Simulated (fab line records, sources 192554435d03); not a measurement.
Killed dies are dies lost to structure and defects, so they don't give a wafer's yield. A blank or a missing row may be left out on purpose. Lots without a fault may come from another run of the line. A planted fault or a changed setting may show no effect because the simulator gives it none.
fab line records | flow n5_finfet
record lots=9 wafers=23 last_day=18
route steps=1938 shown MOL_CONTACT_COAG@590 BEOL_M4@1111 PASSIVATION@1936
lots that met no fault: from a run of the same line without faults
start_h: hours from the record's first day to the start of the lot's first wafer shown | wait_h: hours since the lot's step before | " the same as in the row above | L1.1+2: a row that stands for several wafers | - no value, or no start given | * or withheld: withheld | < > ~ a bound
route shown NAME@n: a module of which the file shows steps, and the number in the route of the first | usual: mean/standard deviation of fault-free wafers | same: alike in all rows | chamber/n: place in a boat | sites: the reading at each site | _std_site: their standard deviation | _edge_site: outer sites' mean less inner sites' | radius_mm: how far each site lies from the wafer's centre | mask NAME#n: copy n | behind: the tool/chamber that last shaped the wafer | hold: why the lot was held/for how many hours/how that ended | device: the transistor (n, p or np) that didn't switch | end of line: the same wafers' tests at the end of the route | a step without rows: its recipe alone | killed: dies lost to structure and defects at the first sort, not the wafer's yield | map: a wafer's dies, x killed, . not, _ none there
set.NAME: the setting as run; set.NAME@STEP: as run at that earlier step | model.NAME: the simulator's own value behind a step, which no gauge read
steps of the route over a sample of lots; a table a step, a row a wafer
services: from which hour (start_h, from the record's first day; less than 0 if before it) a tool's chamber was out of use, for how many hours, and why
## steps
# step N5_MOL_CONTACT_COAG_PRECLEAN_144
# recipe chemistry=alkaline_clean temp_c=60 time_s=60 do_ppb=50
# columns lot.wafer tool chamber start_h wait_h
L304.1+2+3 wet_bench-04 1,3,2 108.90 0.1
L309.1+6 wet_bench-01 1,3 141.75 0.1
L310.3+4 wet_bench-01 7,1 149.24 0.0
L311.2+3+6 wet_bench-01 6,2,4 155.71 0.1
L312.3+5+6 wet_bench-01 2,1,3 159.17 0.0
L313.1+2+6 wet_bench-01 3,5,6 165.62 0.1
L323.4+5 wet_bench-06 5,0 226.76 0.0
L324.1+3 wet_bench-04 1,3 235.00 0.1
L325.2+4+5 wet_bench-04 6,4,0 241.72 0.1
# step N5_MOL_CONTACT_COAG_INSPECT_42
# recipe mode=adi inspect_instrument=brightfield
# usual raw_defect_count=200/48
# columns lot.wafer tool chamber start_h wait_h raw_defect_count
L304.1 defect_inspect-01 - 109.37 0.1 183
L304.2 " - " " 164
L304.3 " - " " 228
L309.1 defect_inspect-02 - 142.21 0.1 297
L309.6 " - " " 291
L310.3 defect_inspect-01 - 149.83 0.0 253
L310.4 " - " " 260
L311.2 defect_inspect-02 - 156.31 0.0 1601
L311.3 " - " " 1604
L311.6 " - " " 1596
L312.3 defect_inspect-02 - 159.81 0.0 1595
L312.5 " - " " 1568
L312.6 " - " " 1588
L313.1 defect_inspect-02 - 166.13 0.1 1750
L313.2 " - " " 1576
L313.6 " - " " 1697
L323.4 defect_inspect-02 - 227.36 0.0 218
L323.5 " - " " 233
L324.1 defect_inspect-02 - 235.59 0.1 193
L324.3 " - " " 184
L325.2 defect_inspect-01 - 242.19 0.0 226
L325.4 " - " " 248
L325.5 " - " " 324
# step N5_MOL_CONTACT_COAG_ETCH_65
# recipe chemistry=N2/H2 target=underlayer target_depth_a=130 mask_material=CAR-EUV time_s=10.4 ion_energy_ev=200 pressure_mtorr=30 source_w=840 bias_w=150 n2_flow_sccm=200 h2_flow_sccm=200 ends=cleared
# usual drypump_motor_current_A=5.5/0.46 etch_rf_on_time_s=10.4/0.3 h2_flow_sccm=200.1/0.55 oes_product_au=0.70/0.076 rf_vpp_V=524.6/2 showerhead_plenum_p_Torr=2.57/0.076 throttle_valve_pct=17.67/0.19
# columns lot.wafer tool chamber start_h wait_h drypump_motor_current_A etch_rf_on_time_s h2_flow_sccm oes_product_au rf_hours_counter_h rf_vpp_V showerhead_plenum_p_Torr throttle_valve_pct
L304.1 rie_diel-01 0 109.48 0.0 5.7 10.6 200.5 0.64 152 526.4 2.65 17.66
L304.2 " 3 " " 4.8 10.6 200.4 0.69 69 522.9 2.58 17.54
L304.3 " 1 " " 5.5 10.7 200.2 0.58 238 525.5 2.60 17.64
L309.1 rie_diel-01 2 142.28 0.0 5.6 9.9 199.1 0.81 13 524.8 2.60 17.64
L309.6 " 0 " " 5.7 10.4 199.9 0.63 - 526.4 2.65 17.69
L310.3 rie_diel-01 0 149.90 0.0 5.7 10.6 200.0 0.62 165 527.9 2.65 17.68
L310.4 " 3 " " 4.8 10.6 200.2 0.67 - 524.9 2.57 17.54
L311.2 rie_diel-02 3 156.37 0.0 6.1 10.8 200.7 0.60 188 523.3 2.50 17.90
L311.3 " 1 " " 5.4 10.4 200.9 0.69 70 522.1 2.47 17.46
L311.6 " 1 " " 5.4 10.5 199.4 0.70 - 522.0 2.47 17.49
L312.3 rie_diel-01 0 159.96 0.0 5.7 10.5 199.9 0.62 169 526.2 2.65 17.70
L312.5 " 3 " " 4.8 10.7 200.0 0.66 - 523.6 2.57 17.53
L312.6 " 0 " " 5.7 10.6 200.5 0.62 - 526.6 2.65 17.69
L313.1 rie_diel-02 1 166.20 0.0 5.4 10.4 199.2 0.70 74 521.8 2.47 17.48
L313.2 " 0 " " 6.2 9.8 199.2 0.82 13 522.2 2.47 17.83
L313.6 " 3 " " 6.1 10.8 199.9 0.60 - 523.9 2.50 17.88
L323.4 rie_diel-02 3 227.42 0.0 6.1 10.8 199.9 0.59 214 523.6 2.49 17.93
L323.5 " 3 " " 6.1 10.8 200.3 0.59 - 522.9 2.49 17.93
L324.1 rie_diel-01 1 235.66 0.0 5.5 10.4 200.5 0.75 30 526.3 2.58 17.34
L324.3 " 0 " " 5.7 10.6 200.1 0.60 197 526.2 2.63 17.72
L325.2 rie_diel-01 2 242.40 0.0 5.6 10.1 200.0 0.74 49 524.7 2.58 17.72
L325.4 " 1 " " 5.5 10.4 200.4 0.74 32 524.2 2.58 17.34
L325.5 " 1 " " 5.5 10.4 199.7 0.74 - 525.5 2.58 17.36
# step N5_MOL_CONTACT_COAG_ETCH_67
# recipe chemistry=N2/H2 target=SOC target_depth_a=600 overetch_a=210 mask_material=SiARC temp_c=40 time_s=101.2 ion_energy_ev=200 pressure_mtorr=30 source_w=840 bias_w=150 n2_flow_sccm=200 h2_flow_sccm=200
# usual drypump_motor_current_A=5.5/0.44 h2_flow_sccm=200.0/0.6 oes_product_au=0.69/0.071 rf_vpp_V=524.5/2.1 showerhead_plenum_p_Torr=2.56/0.077 throttle_valve_pct=17.65/0.19
# columns lot.wafer tool chamber start_h wait_h drypump_motor_current_A h2_flow_sccm oes_product_au rf_hours_counter_h rf_vpp_V showerhead_plenum_p_Torr throttle_valve_pct
L304.1 rie_diel-04 3 109.79 0.0 5.6 199.2 0.60 222 527.6 2.62 18.00
L304.2 " 2 " " 5.0 198.9 0.74 27 525.3 2.61 17.69
L304.3 " 0 " " 5.8 200.4 0.58 230 521.6 2.49 17.90
L309.1 rie_diel-01 3 142.59 0.0 4.8 199.8 0.67 81 524.0 2.57 17.52
L309.6 " 3 " " 4.8 200.1 0.67 - 525.1 2.57 17.52
L310.3 rie_diel-01 3 150.40 0.0 4.8 198.9 0.66 84 525.2 2.57 17.51
L310.4 " 0 " " 5.7 199.4 0.62 - 527.0 2.65 17.65
L311.2 rie_diel-01 0 156.69 0.0 5.7 199.8 0.61 167 528.9 2.65 17.67
L311.3 " 2 " " 5.6 199.9 0.76 18 525.8 2.59 17.61
L311.6 " 0 " " 5.7 199.4 0.62 - 527.3 2.65 17.66
L312.3 rie_diel-04 3 160.34 0.0 5.6 200.8 0.58 241 525.0 2.61 18.03
L312.5 " 0 " " 5.9 199.6 0.57 - 522.3 2.48 17.95
L312.6 " 3 " " 5.6 200.9 0.59 - 525.3 2.61 18.04
L313.1 rie_diel-02 2 167.35 0.0 6.2 200.1 0.75 21 522.9 2.50 17.32
L313.2 " 1 " " 5.4 199.9 0.68 74 521.5 2.47 17.45
L313.6 " 1 " " 5.3 199.7 0.68 - 521.1 2.47 17.45
L323.4 rie_diel-04 1 227.94 0.0 5.2 201.1 0.74 38 529.1 2.73 17.69
L323.5 " 1 " " 5.2 201.3 0.74 - 528.0 2.73 17.71
L324.1 rie_diel-01 0 236.59 0.0 5.6 200.2 0.60 197 526.4 2.63 17.71
L324.3 " 2 " " 5.6 200.5 0.72 47 524.8 2.58 17.69
L325.2 rie_diel-04 3 242.72 0.0 5.6 199.7 0.78 13 526.0 2.60 17.65
L325.4 " 0 " " 5.9 199.8 0.75 20 523.8 2.47 17.60
L325.5 " 2 " " 5.0 201.1 0.68 - 524.5 2.59 17.74
# step N5_MOL_CONTACT_COAG_ETCHBACK_136
# recipe chemistry=CHF3 target=SiO2 target_depth_a=250 time_s=16.7 ion_energy_ev=200 pressure_mtorr=30 source_w=610 bias_w=170 Ar_flow_sccm=200 CHF3_flow_sccm=50
# usual drypump_motor_current_A=5.5/0.45 oes_product_au=0.82/0.091 rf_vpp_V=530/17 showerhead_plenum_p_Torr=2.40/0.072 throttle_valve_pct=18.55/0.28
# columns lot.wafer tool chamber start_h wait_h drypump_motor_current_A oes_product_au rf_hours_counter_h rf_vpp_V showerhead_plenum_p_Torr throttle_valve_pct
L304.1 rie_diel-04 3 109.88 0.0 5.6 0.72 222 507 2.47 19.03
L304.2 " 2 " " 5.0 0.90 27 541 2.44 18.37
L304.3 " 0 " " 5.9 0.68 230 536 2.34 18.93
L309.1 rie_diel-01 3 142.68 0.0 4.8 0.79 81 501 2.40 18.27
L309.6 " 3 " " 4.8 0.79 - 502 2.40 18.27
L310.3 rie_diel-01 3 150.49 0.0 4.8 0.79 84 501 2.40 18.30
L310.4 " 0 " " 5.6 0.73 - 553 2.48 18.65
L311.2 rie_diel-01 0 156.78 0.0 5.7 0.74 167 553 2.48 18.67
L311.3 " 2 " " 5.6 0.93 18 523 2.45 18.68
L311.6 " 0 " " 5.6 0.73 - 552 2.48 18.64
L312.3 rie_diel-04 3 160.43 0.0 5.6 0.70 241 507 2.47 19.04
L312.5 " 0 " " 5.9 0.66 - 535 2.33 18.97
L312.6 " 3 " " 5.6 0.71 - 506 2.47 19.06
L313.1 rie_diel-02 2 167.44 0.0 6.2 0.88 21 554 2.34 18.21
L313.2 " 1 " " 5.4 0.81 74 524 2.29 18.15
L313.6 " 1 " " 5.3 0.81 - 526 2.29 18.14
L323.4 rie_diel-04 1 228.03 0.0 5.2 0.87 38 518 2.53 18.54
L323.5 " 1 " " 5.2 0.87 - 517 2.53 18.54
L324.1 rie_diel-01 0 236.68 0.0 5.6 0.71 197 554 2.46 18.69
L324.3 " 2 " " 5.6 0.87 47 524 2.43 18.73
L325.2 rie_diel-04 3 242.81 0.0 5.6 0.96 13 508 2.46 18.68
L325.4 " 0 " " 5.9 0.89 20 536 2.32 18.64
L325.5 " 2 " " 4.9 0.82 - 541 2.42 18.45
# step N5_BEOL_M4_RC_MEAS_101
# usual DIBL_N=36.2/2.2 DIBL_P=36.5/3 IOFF_N=0.16/0.039 IOFF_P=0.22/0.047 ION_N=675/15 ION_P=463/10 SS_N=71.6/0.71 SS_P=73.4/0.94 VT_N=250/3.6 VT_P=-250/3.9
# columns lot.wafer tool chamber start_h wait_h DIBL_N[mV/V] DIBL_P[mV/V] IOFF_N[nA/um] IOFF_P[nA/um] ION_N[uA/um] ION_P[uA/um] SS_N[mV/dec] SS_P[mV/dec] VT_N[mV] VT_P[mV]
L304.1 prober-02 0 169.20 0.0 35.0 34.9 0.13 0.22 644 451 71.5 73.5 255 -250
L304.2 " 0 " " 34.3 32.9 0.11 0.16 654 455 70.7 72.8 255 -253
L304.3 " 0 " " 33.8 33.2 0.13 0.18 670 464 70.5 73.0 250 -250
L309.1 prober-01 0 214.21 0.0 39.0 40.5 0.18 0.25 696 479 71.5 73.8 250 -249
L309.6 " 0 " " 38.5 40.0 0.18 0.24 694 477 71.4 74.2 250 -247
L310.3 prober-02 0 218.42 0.3 29.9 28.0 0.08 0.10 634 431 70.5 71.9 259 -261
L310.4 " 0 " " 35.6 35.0 0.17 0.17 681 455 71.5 72.6 247 -256
L311.2 prober-02 0 223.02 0.2 40.5 43.2 0.26 0.26 697 459 72.7 74.4 244 -251
L311.3 " 0 " " 36.6 39.1 0.15 0.20 676 455 71.8 74.3 252 -254
L311.6 " 0 " " 38.3 40.2 0.21 0.20 686 452 71.9 73.9 246 -253
L312.3 prober-02 0 227.28 0.3 37.8 41.4 0.19 0.29 672 471 72.0 73.6 249 -245
L312.5 " 0 " " 32.0 33.5 0.10 0.17 647 454 69.9 72.1 255 -251
L312.6 " 0 " " 40.5 43.5 0.27 0.34 697 479 72.3 75.5 242 -242
L313.1 prober-02 0 230.48 0.0 35.6 36.8 0.15 0.21 663 463 71.8 73.6 252 -248
L313.2 " 0 " " 35.6 36.7 0.15 0.20 690 473 71.2 73.7 251 -251
L313.6 " 0 " " 33.2 34.3 0.12 0.18 657 454 70.3 73.6 255 -251
L323.4 prober-01 0 289.51 0.5 37.0 38.9 0.16 0.22 673 455 71.2 73.2 251 -252
L323.5 " 0 " " 37.9 40.3 0.17 0.23 672 460 72.0 73.9 251 -250
L324.1 prober-02 0 317.23 0.0 42.3 42.9 0.26 0.34 684 467 72.5 76.7 247 -246
L324.3 " 0 " " 34.6 33.3 0.12 0.16 661 457 70.7 73.3 254 -255
L325.2 prober-01 0 321.09 0.2 34.2 36.4 0.15 0.21 678 460 71.5 74.1 248 -249
L325.4 " 0 " " 36.0 37.1 0.18 0.22 682 462 71.9 73.2 246 -250
L325.5 " 0 " " 32.6 33.2 0.12 0.17 665 457 71.3 72.6 251 -254
# step N5_PASSIVATION_PROBE_49
# usual defect_limited_yield=91.5/1.5 killed_at_M0_to_M3=32/10 killed_at_M4_up=13/4.9 killed_at_contacts=13/6.1 killed_at_front_end=38/11 killed_at_other=3/3.2 killed_dies=101/18 killed_open=66/13 killed_short=32/8.3 sort_bin_4_leakage=0.00/0.018 sort_bin_5_function=5.0/1 sort_bin_6_memory=3.2/0.74 sort_bin_8_speed=0.1/1.1 sort_n_pass=1078/22 sort_yield_pct=91.3/1.9
# same gross_dies=1180 killed_at_back_side=0
# columns lot.wafer tool chamber start_h wait_h defect_limited_yield[%] killed_at_M0_to_M3 killed_at_M4_up killed_at_contacts killed_at_front_end killed_at_other killed_dies killed_open killed_short sort_bin_4_leakage[%] sort_bin_5_function[%] sort_bin_6_memory[%] sort_bin_8_speed[%] sort_n_pass sort_yield_pct[%]
L311.2 prober-01 - 333.62 0.3 83.0 25 9 135 32 0 201 38 30 0.08 9.6 3.1 0 978 82.9
L311.3 prober-01 - 333.67 0.3 83.6 15 22 124 31 2 194 54 25 0 8.8 4.0 0 986 83.6
L311.6 prober-01 - 333.82 0.5 80.3 18 11 171 26 7 233 57 16 0 11.8 3.6 0 947 80.3
L313.1 prober-01 - 335.35 0.0 82.4 21 9 144 31 3 208 48 26 0 10.3 3.2 0 972 82.4
L313.2 prober-01 - 335.40 0.1 79.7 16 15 179 21 9 240 60 18 0 11.5 4.1 0 940 79.7
L313.6 prober-01 - 335.60 0.3 81.6 33 4 142 34 4 217 57 32 0 9.4 4.3 0 963 81.6
L312.3 prober-02 - 335.45 0.1 81.6 32 6 115 60 4 217 68 37 0 11.0 3.2 0 963 81.6
L312.5 prober-02 - 335.55 0.2 78.1 31 8 167 48 4 258 63 33 0 12.5 4.3 0 922 78.1
L312.6 prober-02 - 335.60 0.3 80.1 32 4 144 52 3 235 47 34 0 11.8 2.9 0 945 80.1
L323.4 prober-02 - 402.66 0.2 91.3 26 10 12 46 9 103 67 36 0 4.2 4.2 0 1077 91.3
L323.5 prober-02 - 402.71 0.2 90.8 29 17 15 43 5 109 67 42 0 5.4 3.2 0 1071 90.8
# killed by level:class
L311.2 MOL_CONTACT_COAG:unspecified=128 FIN_SAQP:geometric_particle:short=8 MOL_CONTACT_COAG:geometric_particle:open=6 BEOL_M3:geometric_particle:open=6 STI_FIN_REVEAL:geometric_particle:open=5 DUMMY_GATE:geometric_particle:open=5 BEOL_M0_SAQP:geometric_particle:short=4 BEOL_M2:geometric_particle:open=3
L311.3 MOL_CONTACT_COAG:unspecified=113 MOL_CONTACT_COAG:geometric_particle:open=8 BEOL_M4:geometric_particle:open=7 FIN_SAQP:geometric_particle:short=6 BEOL_M5:geometric_particle:open=6 DUMMY_GATE:geometric_particle:open=5 BEOL_M3:geometric_particle:open=5 STARTING-WAFER:geometric_particle:open=5
L311.6 MOL_CONTACT_COAG:unspecified=158 MOL_CONTACT_COAG:geometric_particle:open=10 FIN_SAQP:geometric_particle:short=7 FIN_SAQP:geometric_particle:open=7 BEOL_M3:geometric_particle:open=7 DUMMY_GATE:geometric_particle:open=5 MIM_TOP_ETCH:geometric_particle:open=5 BEOL_M1:geometric_particle:open=4
L313.1 MOL_CONTACT_COAG:unspecified=133 MOL_CONTACT_COAG:geometric_particle:open=10 FIN_SAQP:geometric_particle:short=7 BEOL_M3:geometric_particle:open=7 STI_FIN_REVEAL:geometric_particle:open=6 GATE_CUT:geometric_particle:short=6 GATE_CUT:geometric_particle:open=4 BEOL_M0_SAQP:geometric_particle:open=4
L313.2 MOL_CONTACT_COAG:unspecified=161 MOL_CONTACT_COAG:geometric_particle:open=17 BEOL_M4:geometric_particle:open=8 DUMMY_GATE:geometric_particle:open=6 BEOL_M1:geometric_particle:open=5 PAD_METAL:geometric_particle:short=4 BEOL_M9:geometric_particle:open=3 STARTING-WAFER:geometric_particle:open=3
L312.3 MOL_CONTACT_COAG:unspecified=110 FIN_SAQP:geometric_particle:short=14 FIN_SAQP:geometric_particle:open=11 GATE_CUT:geometric_particle:open=8 GATE_CUT:geometric_particle:short=7 BEOL_M0_SAQP:geometric_particle:open=6 BEOL_M1:geometric_particle:open=6 BEOL_M2:geometric_particle:open=6
L312.5 MOL_CONTACT_COAG:unspecified=161 FIN_SAQP:geometric_particle:open=17 FIN_SAQP:geometric_particle:short=11 BEOL_M0_SAQP:geometric_particle:open=11 GATE_CUT:geometric_particle:short=7 BEOL_M0_SAQP:geometric_particle:short=6 BEOL_M1:geometric_particle:open=5 MOL_CONTACT_COAG:geometric_particle:open=4
L312.6 MOL_CONTACT_COAG:unspecified=139 HKMG_FIN:area_etch=15 FIN_SAQP:geometric_particle:open=12 BEOL_M0_SAQP:geometric_particle:short=10 FIN_SAQP:geometric_particle:short=6 BEOL_M3:geometric_particle:open=5 BEOL_M1:geometric_particle:open=5 MOL_CONTACT_COAG:geometric_particle:open=4
L313.6 MOL_CONTACT_COAG:unspecified=127 STI_FIN_REVEAL:geometric_particle:open=12 MOL_CONTACT_COAG:geometric_particle:open=8 BEOL_M0_SAQP:geometric_particle:short=8 FIN_SAQP:geometric_particle:short=7 MOL_CONTACT_COAG:geometric_particle:short=7 BEOL_M0_SAQP:geometric_particle:open=7 DUMMY_GATE:geometric_particle:open=4
L323.4 DUMMY_GATE:geometric_particle:open=11 FIN_SAQP:geometric_particle:open=10 BEOL_M0_SAQP:geometric_particle:short=9 MOL_CONTACT_COAG:geometric_particle:open=8 FIN_SAQP:geometric_particle:short=6 BEOL_M0_SAQP:geometric_particle:open=6 STI_FIN_REVEAL:geometric_particle:open=6 GATE_CUT:geometric_particle:short=5
L323.5 MOL_CONTACT_COAG:geometric_particle:open=11 BEOL_M0_SAQP:geometric_particle:open=9 BEOL_M0_SAQP:geometric_particle:short=9 FIN_SAQP:geometric_particle:open=8 STI_FIN_REVEAL:geometric_particle:open=8 BEOL_M4:geometric_particle:open=7 STARTING-WAFER:geometric_particle:open=6 FIN_SAQP:geometric_particle:short=5
## services
# columns tool chamber start_h hours kind
rie_diel-02 2 93.10 - clean
rie_diel-02 2 93.10 - consumable_replace:focus_ring
rie_diel-02 2 93.10 19.4 scheduled_down
rie_diel-04 1 101.89 - clean
rie_diel-04 1 101.89 - consumable_replace:focus_ring
rie_diel-04 1 101.89 - consumable_replace:showerhead
rie_diel-04 1 101.89 14.8 scheduled_down
rie_diel-04 1 101.89 14.8 vent_cycle
rie_diel-01 0 114.92 6.0 repair
rie_diel-01 1 139.95 - clean
rie_diel-01 1 139.95 - consumable_replace:focus_ring
rie_diel-01 1 139.95 16.9 scheduled_down
rie_diel-01 1 139.95 16.9 vent_cycle
rie_diel-04 0 165.14 - clean
rie_diel-04 0 165.14 - consumable_replace:focus_ring
rie_diel-04 0 165.14 17.2 scheduled_down
rie_diel-04 0 165.14 17.2 vent_cycle
rie_diel-04 1 173.76 7.8 repair
rie_diel-04 3 182.36 - clean
rie_diel-04 3 182.36 - consumable_replace:focus_ring
rie_diel-04 3 182.36 21.1 scheduled_down
rie_diel-04 3 182.36 21.1 vent_cycle
rie_diel-02 2 220.06 5.1 repair
rie_diel-02 - 236.00 4.0 repair
## key
first_sign step=N5_MOL_CONTACT_COAG_INSPECT_42 reading=raw_defect_count direction=up sigmas=30 usual=200 struck=1619
effect step=N5_PASSIVATION_PROBE_49 reading=killed_at_contacts direction=up sigmas=22 usual=13 struck=147
more_kills_born_at N5_MOL_CONTACT_COAG_PRECLEAN_144@wet_bench-01=1230
met_at N5_MOL_CONTACT_COAG_PRECLEAN_144
struck_lots L311,L312,L313
baseline_loss step=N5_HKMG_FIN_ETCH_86 wafers=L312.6
not_acting_at N5_MOL_CONTACT_COAG_ETCH_65,N5_MOL_CONTACT_COAG_ETCH_67,N5_MOL_CONTACT_COAG_ETCHBACK_136
onset_between 149.24 155.71
fault kind=chamber_particle_source tool=wet_bench-01 chamber=- onset_h=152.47 steps=N5_MOL_CONTACT_COAG_PRECLEAN_144 rate_per_visit_cm2=2.2206 end_h=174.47
# baseline_loss: these wafers lose ten dies or more at that step, a loss of the line's own and not of a fault; the sort's usual values leave them out
